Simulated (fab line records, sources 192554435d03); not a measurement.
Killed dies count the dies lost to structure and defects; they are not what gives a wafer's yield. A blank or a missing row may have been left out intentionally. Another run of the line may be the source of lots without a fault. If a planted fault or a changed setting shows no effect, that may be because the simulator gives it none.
fab line records	flow n5_finfet
[record] lots = 4	wafers = 10	last_day = 17
route steps=1938 shown MOL_CONTACT_COAG@621 BEOL_M0_SAQP@632 BEOL_M0@743 BEOL_M4@1111
lots that met no fault: taken from a fault-free run of the same line
start_h: the number of hours between the record's first day and the start of the first shown wafer of the lot	wait_h: time in hours since the lot's previous step	" repeats the value in the row above	L1.1+2: one row covering several wafers at once	- no value, or no start given	* or withheld: withheld	< > ~ a bound
route shown NAME@n: NAME is a module with steps in the file, n the number in the route of the first one	usual: average and standard deviation across the fault-free wafers	same: alike in all rows	chamber/n: place in a boat	sites: readings site by site	_std_site: the values' standard deviation	_edge_site: inner sites' mean taken away from outer sites' mean	radius_mm: how far each site lies from the wafer's centre	mask NAME#n: copy n	behind: the last tool/chamber to shape the wafer	hold: what put the lot on hold/how long, in hours/how the hold closed	device: transistor that didn't switch, given as n, p or np	end of line: the route-end tests of the same wafers	for a step that has no rows: nothing shown but its recipe	killed: dies that structure and defects cost at the first sort, which is not the same as the wafer's yield	map: shows each die of a wafer: x if killed, . if not, _ if none is there
set.NAME: the setting as run; set.NAME@STEP: as run at that earlier step	model.NAME: the simulator's own value behind a step, which no gauge read
lots at some steps of the route; a table a step, a row a wafer
services: the hour from which a tool's chamber was out of use, counted from the record's first day as start_h (under 0 if before that day), plus the number of hours and why
[[steps]]
[step N5_MOL_CONTACT_COAG_SRD_139]
[recipe] dry = ipa_marangoni	time_s = 30	temp_c = 23	rinse_liquid = diw
[step N5_MOL_CONTACT_COAG_PRE_CLEAN_121]
[recipe] gas = H2/He	time_s = *	temp_c = withheld
[step N5_MOL_CONTACT_COAG_CVD_140]
[recipe] material = W	target_thk_a = 665	mode = selective_fill	temp_c = 300	time_s = 215
[step N5_MOL_CONTACT_COAG_PRECLEAN_127]
[recipe] chemistry = DIW	time_s = 57.5	temp_c = 23
[step N5_MOL_CONTACT_COAG_SRD_128]
[recipe] dry_time_s = 32	dry = n2_spin	spin_rpm = 1500
[step N5_MOL_CONTACT_COAG_CMP_52]
[recipe] stop_on = SiO2	t_overpolish_s = 1.5	post_cmp_clean = w_dilute_nh4oh	down_force_psi = 4	platen_rpm = 50.289	pad_velocity_m_s = 1.0006	target_thk_nm = 66.5
[step N5_MOL_CONTACT_COAG_ANNEAL_112]
[recipe] temp_c = 400	time_s = 1800	ambient = HPD2	pressure_atm = 10
[step N5_BEOL_M0_SAQP_PECVD_00]
[recipe] material = SiCN	target_thk_a = 80	temp_c = withheld	precursor = 3MS/NH3	pressure_torr = 3	rf_w = 202	time_s = 14
[step N5_BEOL_M0_SAQP_ILD_DEP_01]
[recipe] material = SiOC	target_thk_a = 454.19	temp_c = 350	precursor = DEMS/O2	pressure_torr = 5	rf_w = 500	time_s = 8.7
[usual] heater_power_w = 483/58	showerhead_plenum_p_Torr = 5.699/0.016	throttle_valve_pct = 11.9/0.75
lot.wafer	tool	chamber	start_h	wait_h	heater_power_w	showerhead_plenum_p_Torr	throttle_valve_pct	model.SiOC_of_BEOL_M0_SAQP_ILD_DEP_01.thk_nm
L376.1	pecvd-02	2	162.36	0.0	434	5.707	11.7	45.2
L376.3	"	0	"	"	446	5.705	12.2	45.6
L376.5	"	2	"	"	444	5.704	11.6	45.6
L377.1	pecvd-04	1	165.35	0.0	582	5.710	11.3	44.6
L377.3	"	1	"	"	581	5.697	11.4	45.4
L377.6	"	1	"	"	461	5.725	11.3	45.2
L384.3	pecvd-02	2	210.23	0.0	474	5.720	11.7	44.8
L384.4	"	0	"	"	492	5.695	12.1	33.6
L387.1	pecvd-02	1	222.99	0.0	386	5.715	12.9	45
L387.4	"	0	"	"	520	5.692	12.3	34.2
[step N5_BEOL_M0_SAQP_HM_DEP_02]
[recipe] material = TiN	target_thk_a = 120	temp_c = 25	chamber_pressure_pa = 0.49996
[step N5_BEOL_M0_SAQP_PECVD_03]
[recipe] material = SiCN	target_thk_a = 120	temp_c = withheld	precursor = 3MS/NH3	pressure_torr = 3	rf_w = 202	time_s = 21.1
[step N5_BEOL_M0_SAQP_PECVD_96]
[recipe] material = a-Si	target_thk_a = 450	temp_c = 350	precursor = SiH4/He	pressure_torr = 3	rf_w = 100	time_s = 45.2
[step N5_BEOL_M0_SAQP_PECVD_97]
[recipe] material = SiNx	target_thk_a = 230	temp_c = 350	precursor = SiH4/NH3/N2	pressure_torr = 1.5	rf_w = 300	time_s = 19.9
[step N5_BEOL_M0_SAQP_PECVD_04]
[recipe] material = a-Si	target_thk_a = 600	temp_c = 350	precursor = SiH4/He	pressure_torr = 3	rf_w = 100	time_s = 60.2
[step N5_BEOL_M0_SAQP_HM_DEP_111]
[recipe] material = SiO2	target_thk_a = 120	temp_c = 400	precursor = SiH4/N2O	pressure_torr = 0.75	rf_w = 275	time_s = 7.2
[step N5_BEOL_M0_SAQP_COAT_81]
[recipe] resist = SOC	temp_c = 250	time_s = 60	spin_rpm = 1500	resist_thk_nm = 100
[step N5_BEOL_M0_SAQP_COAT_82]
[recipe] resist = SiARC	temp_c = 220	time_s = 60	spin_rpm = 1500	resist_thk_nm = 30
[step N5_BEOL_M0_SAQP_COAT_08]
[recipe] resist = CAR-ArF	spin_rpm = 1500	resist_thk_nm = 90
[step N5_BEOL_M0_SAQP_EBR_10]
[recipe] solvent = PGMEA	ebr_width_mm = 1.5
[step N5_BEOL_M0_SAQP_SOFTBAKE_09]
[recipe] temp_c = 110	time_s = 60	resist = CAR-ArF
[step N5_BEOL_M0_SAQP_EXPOSE_11]
[recipe] mask_id = M0_CORE	na = 1.35	source_shape = dipole	sigma_inner = 0.538	sigma_outer = 0.738	polarization = te	target_cd_nm = 42	dose_mj = 55
[step N5_BEOL_M0_SAQP_PEB_12]
[recipe] peb_temp_c = withheld	peb_time_s = 60	resist = CAR-ArF
[step N5_BEOL_M0_SAQP_DEVELOP_13]
[recipe] develop_time_s = 30	developer = TMAH	resist = CAR-ArF	dev_temp_c = 23	rinse_liquid = diw	dry = air_spin
[step N5_BEOL_M0_SAQP_DESCUM_19]
[recipe] chemistry = O2	time_s = 7.9	source_power_w = 50	bias_power_w = 20	pressure_mtorr = 20	rf_frequency_hz = 2.712e+07	temp_c = 40	resist = CAR-ArF	o2_flow_sccm = 225
[step N5_BEOL_M0_SAQP_ETCH_83]
[recipe] chemistry = CF4	target = SiARC	target_depth_a = 390	mask_material = CAR-ArF	time_s = 65	ion_energy_ev = 80	pressure_mtorr = 40	source_w = 545	bias_w = 36	Ar_flow_sccm = 100	cf4_flow_sccm = 100	ends = cleared
[step N5_BEOL_M0_SAQP_ETCH_84]
[recipe] chemistry = N2/H2	target = SOC	target_depth_a = 1000	overetch_a = 200	mask_material = SiARC	temp_c = 40	time_s = 150	ion_energy_ev = 200	pressure_mtorr = 30	source_w = 840	bias_w = 150	n2_flow_sccm = 200	h2_flow_sccm = 200
[step N5_BEOL_M0_SAQP_STRIP_80]
[recipe] chemistry = N2/H2	temp_c = 40	n2_flow_sccm = 200	h2_flow_sccm = 200	rf_frequency_hz = 6e+07
[step N5_BEOL_M0_SAQP_HM_OPEN_112]
[recipe] chemistry = CHF3/O2	target = SiO2	stop_on = a-Si	target_depth_a = 120	over_etch_frac = 1.25	mask_material = SOC	time_s = 13.5	pressure_mtorr = 30	source_w = 650	bias_w = 170	Ar_flow_sccm = 200	CHF3_flow_sccm = 50	O2_flow_sccm = 5	ion_energy_ev = 200	ends = end_point
[step N5_BEOL_M0_SAQP_STRIP_113]
[recipe] chemistry = CHF3/O2	resist = SiARC	rf_frequency_hz = 6e+07
[step N5_BEOL_M0_SAQP_MANDREL_ETCH_20]
[recipe] target_depth_a = 600	chemistry = HBr/Cl2	target = a-Si	stop_on = SiNx	bt_time_s = 10	mask_material = SOC	over_etch_frac = 0.5	time_s = 30	pressure_mtorr = 10	icp_w = 800	bias_w = 75	HBr_flow_sccm = 150	Cl2_flow_sccm = 80	ends = end_point
[step N5_BEOL_M0_SAQP_STRIP_86]
[recipe] chemistry = N2/H2	power_w = 500	temp_c = 40	pressure_mtorr = 50	rf_frequency_hz = 6e+07	overash_fraction = 0.3	bias_power_w = 28	h2_frac = 0.5	n2_flow_sccm = 300	h2_flow_sccm = 300
[step N5_BEOL_M0_SAQP_STRIP_115]
[recipe] chemistry = post_etch_residue_remover	time_s = 60	temp_c = 25	remover_ph = withheld	remover_water_wt_pct = withheld	remover_fluoride_wt_pct = withheld
[step N5_BEOL_M0_SAQP_SRD_93]
[recipe] dry = ipa_marangoni	time_s = 30	temp_c = 23	rinse_liquid = diw
[step N5_BEOL_M0_SAQP_RECESS_114]
[recipe] chemistry = HF/NH3	target = SiO2	target_depth_a = 144	afs_cycles = 3	temp_c = 30	sublimation_temp_c = 180	sublimation_time_s = 60
[step N5_BEOL_M0_CMP_120]
[recipe] stop_on = SiOC	t_overpolish_s = 6.9	down_force_psi = 1	platen_rpm = 50	clearing_platen_down_force_psi = 1.5	clearing_platen_rpm = 50	post_cmp_clean = cu_alkaline	clearing_platen_pad_velocity_m_s = 0.99484	pad_velocity_m_s = 0.99484
[usual] barrier_field_endpoint_s = 3.67/0.16	motor_current_A = 6.0/0.53	overpolish_run_s = 6.900/0.0099	platen_rpm = 50.00/0.034	time_to_endpoint_s = 63/3.3
lot.wafer	tool	chamber	start_h	wait_h	barrier_field_endpoint_s	motor_current_A	overpolish_run_s	platen_rpm	time_to_endpoint_s	model.SiOC_of_BEOL_M0_SAQP_ILD_DEP_01.thk_nm
L376.3	cmp-02	1	173.81	0.2	3.53	5.9	6.894	50.00	67	39.4
L376.1	"	0	"	"	3.57	5.8	6.888	50.04	66	39
L376.5	"	1	"	"	3.79	5.5	6.896	49.98	70	39.4
L377.3	cmp-01	3	183.66	0.2	3.47	5.6	6.886	49.93	65	39.2
L377.1	"	0	"	"	3.52	5.5	6.887	49.98	63	38.6
L377.6	"	0	"	"	3.69	5.7	6.898	49.98	63	39.2
L384.4	cmp-02	0	224.85	0.1	3.79	5.8	6.889	49.96	64	27.6
L384.3	"	2	"	"	3.89	6.6	6.910	49.97	62	38.6
L387.4	cmp-04	2	235.21	0.1	3.78	6.2	6.900	50.00	68	28
L387.1	"	0	"	"	3.67	6.1	6.915	50.00	60	38.8
[step N5_BEOL_M0_RS_MEAS_126]
[recipe] thk_meas_gauge = four-point-probe	reads = Co_of_BEOL_M0_CO_CAP_123+Cu_of_BEOL_M0_ECD_118+Co_of_BEOL_M0_CVD_115+TaN_of_BEOL_M0_ALD_136
[usual] M0_RS = 0.531/0.019
lot.wafer	tool	chamber	start_h	wait_h	M0_RS[ohm/sq]
L376.1	film_metro-02	-	174.36	0.0	0.511
L376.3	"	-	"	"	0.501
L376.5	"	-	"	"	0.498
L377.1	film_metro-02	-	184.25	0.0	0.572
L377.3	"	-	"	"	0.557
L377.6	"	-	"	"	0.549
L384.3	film_metro-01	-	225.45	0.1	0.551
L384.4	"	-	"	"	0.706
L387.1	film_metro-01	-	235.81	0.1	0.534
L387.4	"	-	"	"	0.705
[step N5_BEOL_M4_RC_MEAS_101]
[usual] DIBL_N = 35.4/2.1	DIBL_P = 34.8/2.6	IOFF_N = 0.15/0.037	IOFF_P = 0.19/0.037	ION_N = 677/16	ION_P = 462/9.3	SS_N = 71.4/0.75	SS_P = 72.9/0.77	VT_N = 250/3.7	VT_P = -251/3.5
lot.wafer	tool	chamber	start_h	wait_h	DIBL_N[mV/V]	DIBL_P[mV/V]	IOFF_N[nA/um]	IOFF_P[nA/um]	ION_N[uA/um]	ION_P[uA/um]	SS_N[mV/dec]	SS_P[mV/dec]	VT_N[mV]	VT_P[mV]
L376.1	prober-01	0	225.90	0.0	34.1	34.0	0.14	0.21	674	470	71.2	72.5	248	-249
L376.3	"	0	"	"	33.8	33.4	0.12	0.20	660	461	70.9	73.0	255	-249
L376.5	"	0	"	"	32.5	31.7	0.11	0.18	666	469	70.3	72.1	252	-249
L377.1	prober-01	0	230.41	0.0	36.5	38.0	0.17	0.20	672	455	71.6	73.8	247	-252
L377.3	"	0	"	"	30.1	29.5	0.08	0.12	652	453	69.9	71.4	255	-258
L377.6	"	0	"	"	33.4	34.1	0.12	0.16	664	454	71.1	72.7	252	-254
L384.3	prober-01	0	279.14	0.3	34.9	35.8	0.13	0.20	669	461	71.0	73.3	251	-250
L384.4	"	0	"	"	38.2	35.7	0.21	0.19	662	452	73.7	72.4	251	-252
L387.1	prober-01	0	286.34	0.0	35.6	35.4	0.15	0.19	678	460	72.1	72.7	250	-251
L387.4	"	0	"	"	37.5	38.8	0.21	0.25	697	472	72.2	73.3	246	-249
[[services]]
tool	chamber	start_h	hours	kind
cmp-01	-	138.97	12.9	pm
cmp-01	-	152.89	1.3	repair
cmp-04	-	157.62	7.9	pm
pecvd-04	2	163.33	2.1	scheduled_down
pecvd-04	1	170.87	13.4	repair
pecvd-04	1	188.62	2.1	scheduled_down
pecvd-02	1	204.81	2.1	scheduled_down
pecvd-02	2	212.94	5.5	scheduled_down
[[key]]
[first_sign] step = N5_BEOL_M0_RS_MEAS_126	reading = M0_RS	direction = up	sigmas = 9.2	usual = 0.531	struck = 0.706
effect none on later readings
[model_effect] step = N5_BEOL_M0_SAQP_ILD_DEP_01	value = SiOC_of_BEOL_M0_SAQP_ILD_DEP_01.thk_nm	without = 45.3	struck = 33.9
[model_effect] step = N5_BEOL_M0_CMP_120	value = SiOC_of_BEOL_M0_SAQP_ILD_DEP_01.thk_nm	without = 39.2	struck = 27.8
met_at N5_BEOL_M0_SAQP_ILD_DEP_01
struck_wafers L384.4,L387.4
onset_between 162.36 210.23
[fault] kind = process_parameter_drift	tool = pecvd-02	chamber = -	onset_h = 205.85	steps = N5_BEOL_M0_SAQP_ILD_DEP_01	channel = time_s	offset = *	shape = step	end_h = 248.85	scope = struck_wafers_only	acts_in = *	stated = *
